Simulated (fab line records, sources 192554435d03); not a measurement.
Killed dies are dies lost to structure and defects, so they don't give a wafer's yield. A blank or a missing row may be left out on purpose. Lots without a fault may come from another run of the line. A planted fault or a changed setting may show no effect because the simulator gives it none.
Split-lot experiment | flow n5_finfet | 7 lots, 21 wafers read, on a route of 1938 steps

THE SPLIT
At N5_BEOL_M8_EXPOSE_25 (exposes mask V7, target cd 40 nm), the setting dose_mj was moved away from the recipe's 42.5 on 8 of the 21 wafers read, by -5.8% to +4.0%. The other wafers ran this setting at the recipe's value.

FROM THE SPLIT TO THE READING: what the file shows between them, 2 steps
- N5_BEOL_M8_PEB_26: peb time 60 s
- N5_BEOL_M8_DEVELOP_27: develop time 30 s

THE READING
cd_nm, in nm, at N5_BEOL_M8_CD_MEAS_28 (target cd 40 nm). Fault-free wafers of this fab line usually give 40.05 nm, standard deviation 0.23 nm.

wafer  | tool, chamber at the split | dose_mj as run | against the recipe | cd_nm, nm | against lot-mates on the recipe
L075.1 | euv_scanner-01, 0          | 40.05          | -5.8%              | 38.99     | -1.49
L075.2 | euv_scanner-01, 0          | 40.05          | -5.8%              | 38.91     | -1.57
L075.4 | euv_scanner-01, 0          | 42.5           | recipe             | 40.48     | -
L086.2 | euv_scanner-01, 0          | 42.5           | recipe             | 40.31     | -
L086.3 | euv_scanner-01, 0          | 42.5           | recipe             | 40.03     | -
L086.4 | euv_scanner-01, 0          | 42.5           | recipe             | 39.77     | -
L087.2 | euv_scanner-02, 0          | 42.5           | recipe             | 39.69     | -
L087.4 | euv_scanner-02, 0          | 41.22          | -3.0%              | 39.25     | -0.57
L087.5 | euv_scanner-02, 0          | 42.5           | recipe             | 39.95     | -
L092.2 | euv_scanner-01, 0          | 42.5           | recipe             | 39.91     | -
L092.3 | euv_scanner-01, 0          | 42.5           | recipe             | 40.20     | -
L092.5 | euv_scanner-01, 0          | 40.59          | -4.5%              | 39.03     | -1.02
L090.1 | euv_scanner-02, 0          | 42.5           | recipe             | 39.86     | -
L090.3 | euv_scanner-02, 0          | 42.5           | recipe             | 40.01     | -
L090.4 | euv_scanner-02, 0          | 42.5           | recipe             | 39.93     | -
L091.1 | euv_scanner-01, 0          | 42.5           | recipe             | 40.01     | -
L091.3 | euv_scanner-01, 0          | 40.55          | -4.6%              | 38.96     | -1.05
L091.5 | euv_scanner-01, 0          | 40.55          | -4.6%              | 38.91     | -1.10
L093.1 | euv_scanner-02, 0          | 44.19          | +4.0%              | 41.31     | +1.27
L093.4 | euv_scanner-02, 0          | 44.19          | +4.0%              | 40.72     | +0.68
L093.5 | euv_scanner-02, 0          | 42.5           | recipe             | 40.04     | -

THE FIT
A straight line over all 21 wafers: cd_nm changes by +0.22 nm for each +1% of dose_mj; r = +0.95; the points scatter about the line by 0.21 nm.
The same after taking each lot's own level away (the mean of its wafers on the recipe; 21 wafers): +0.246 nm for each +1%; r = +0.97; scatter 0.16 nm.
On that fit, the largest move of dose_mj shifts the reading by 1.4 nm.
The lots' own levels span 39.820 to 40.480 nm, that is 2.9 times the standard deviation above.
So the lot-to-lot level changes the slope: the two fits differ.
Check: with one of the wafers moved furthest among these (-5.8%) left out of the fit, the line predicts -1.39 nm for it against its lot-mates. It came out at -1.49 nm against them.

OTHER SPLITS ON THESE WAFERS
These wafers also went through other splits before the reading. Each is held against what the fit with the lots' levels taken away leaves over:
other split on the same wafers | wafers away from the commonest value | r with cd_nm (lot level and that fit taken away)
N5_BEOL_M7_COAT_05 spin_rpm    | 10                                   | -0.13
N5_BEOL_M7_VIA_ETCH_34 time_s  | 10                                   | +0.37

THE WHOLE CHAIN: every reading that the file lists as answering this split, in the file's order
step                   | what it does                                                        | reading                                                        | change (the file's fit)               | r (the file's)
N5_BEOL_M8_CD_MEAS_28  | target cd 40 nm                                                     | cd_nm                                                          | +0.241 nm for each +1% of the setting | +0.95
N5_BEOL_M8_DESCUM_33   | chemistry O2, time 7 s                                              | BEOL_M8.cd_nm (the simulator's own value, which no gauge read) | +0.247 nm for each +1% of the setting | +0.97
N5_BEOL_M8_ETCH_65     | etches SiARC in CF4, target depth 15.6 nm, time 26 s                | BEOL_M8.cd_nm (the simulator's own value, which no gauge read) | +0.237 nm for each +1% of the setting | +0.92
N5_BEOL_M8_ETCH_66     | etches SOC in N2/H2, target depth 80 nm, overetch 16 nm, time 120 s | BEOL_M8.cd_nm (the simulator's own value, which no gauge read) | +0.216 nm for each +1% of the setting | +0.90
N5_BEOL_M8_VIA_ETCH_34 | etches SiCOH lowk in C4F6/O2, target depth 125.5 nm, time 50.5 s    | BEOL_M8.cd_nm (the simulator's own value, which no gauge read) | +0.229 nm for each +1% of the setting | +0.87

THE FILE'S OWN FIT
cd_nm changes by +0.241 nm for each +1% of dose_mj, r = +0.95.
